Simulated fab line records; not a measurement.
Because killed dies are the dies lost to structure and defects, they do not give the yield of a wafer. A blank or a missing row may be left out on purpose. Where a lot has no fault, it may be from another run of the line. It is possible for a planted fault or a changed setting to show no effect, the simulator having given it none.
A lot that was struck, set against a sound lot    flow nand harc    13 steps out of a route of 1159
Sound: the wafers L340.1, L340.5, L340.6. Struck: wafers L356.2, L356.5. (L356.3 of the same lot was not struck and is left out.) The cause comes at the end.
Per side, at each step with rows, come the tool, then ch with its chambers, and then its first start. Under that, the readings that differ: sound wafers    struck wafers    difference of the means    sigmas: that difference in standard deviations of wafers without a fault.
alike: words and numbers the same on both sides, and readings whose means are apart by under 2 such deviations; not compared: readings that were withheld, readings missing a value for some wafer, numbers with overlapping values and no deviation given by the record, and bounds like >300 which may hide the same value.
Wherever a step has rows on one side only, a row that says differs or no value, or a row with sigmas, the two part there. Non-overlapping numbers with no deviation appear without sigmas and do not part them. A reading missing from all wafers of one side parts the sides only when that side holds two or more wafers.

first, 1 step without rows for these wafers: NHARC_A_SLIT_SRD_20.
NHARC_A_SLIT_CD_MEAS_21:
  sound on cd sem-02, day 14 05:01; struck on cd sem-03, day 19 00:06
  alike: cd nm
then, 3 steps without rows for these wafers: NHARC_A_SIN_REMOVE_WET_00 (chemistry H3PO4, time 15300 s); NHARC_A_SIN_REMOVE_PRECLEAN_01 (cleans in SC1); NHARC_A_SIN_REMOVE_SRD_02.
NHARC_A_SIN_REMOVE_INSPECT_04:
  sound on defect inspect-01, day 14 12:47; struck on defect inspect-01, day 19 06:58
  alike: raw defect count
NHARC_A_WL_FILL_ALD_00: deposits Al2O3, target thk 3 nm, pulse time 3 s, ald cycles 30.
  sound on ald hk-02 ch 0,1, day 14 14:35; struck on ald hk-01 ch 3, day 19 08:29
reading             sound        struck   difference  sigmas
heater power w (W)  449 448 449  523 527  +76         +2
  alike: precursor pulse height rel
NHARC_A_WL_FILL_RTA_01: time 5 s.
  sound on rtp anneal-02 ch 0, day 14 14:51; struck on rtp anneal-01 ch 0, day 19 08:48
  alike: anneal temp c max, lamp power pct, lamp_zone_5_pct, wafer_temp_C_max
NHARC_A_WL_FILL_ALD_02: deposits TiN, target thk 2 nm, pulse time 3 s, ald cycles 100.
  sound on ald metal-04 ch 2,3, day 14 15:06; struck on ald metal-01 ch 0,1, day 19 08:59
  alike: heater power w, precursor pulse height rel
NHARC_A_WL_FILL_CVD_03: deposits W, target thk 40 nm, time 3302 s.
  sound on cvd w-01 ch 0,1, day 14 16:01; struck on cvd w-01 ch 0, day 19 09:25
  alike: heater power w, throttle valve pct
NHARC_A_WL_FILL_ETCHBACK_04: etches the open film in NF3, target depth 60 nm, time 120 s.
  sound on rie metal-01 ch 0,1, day 14 18:57; struck on rie metal-03 ch 0, day 19 12:43
reading                sound              struck       difference  sigmas
oes product au (a.u.)  0.997 0.973 0.995  1.305 1.306  +0.317      +35
  alike: drypump motor current A
  not compared: rf hours counter h
NHARC_A_WL_FILL_ETCHBACK_05: etches the open film in Cl2/BCl3, target depth 22 nm, time 60 s.
  sound on rie metal-01 ch 0,1, day 14 19:10; struck on rie metal-03 ch 0,1, day 19 12:57
  alike: drypump motor current A, oes product au
  not compared: rf hours counter h
then, 1 step without rows for these wafers: NHARC_END_SORT_01.

## WHERE THEY PART
At NHARC_A_WL_FILL_ALD_00 first; at NHARC_A_WL_FILL_ETCHBACK_04 last (within this record only). Later steps at which nothing parts them and some readings are alike: NHARC_A_WL_FILL_ETCHBACK_05.

WHY: whatever the simulator had introduced
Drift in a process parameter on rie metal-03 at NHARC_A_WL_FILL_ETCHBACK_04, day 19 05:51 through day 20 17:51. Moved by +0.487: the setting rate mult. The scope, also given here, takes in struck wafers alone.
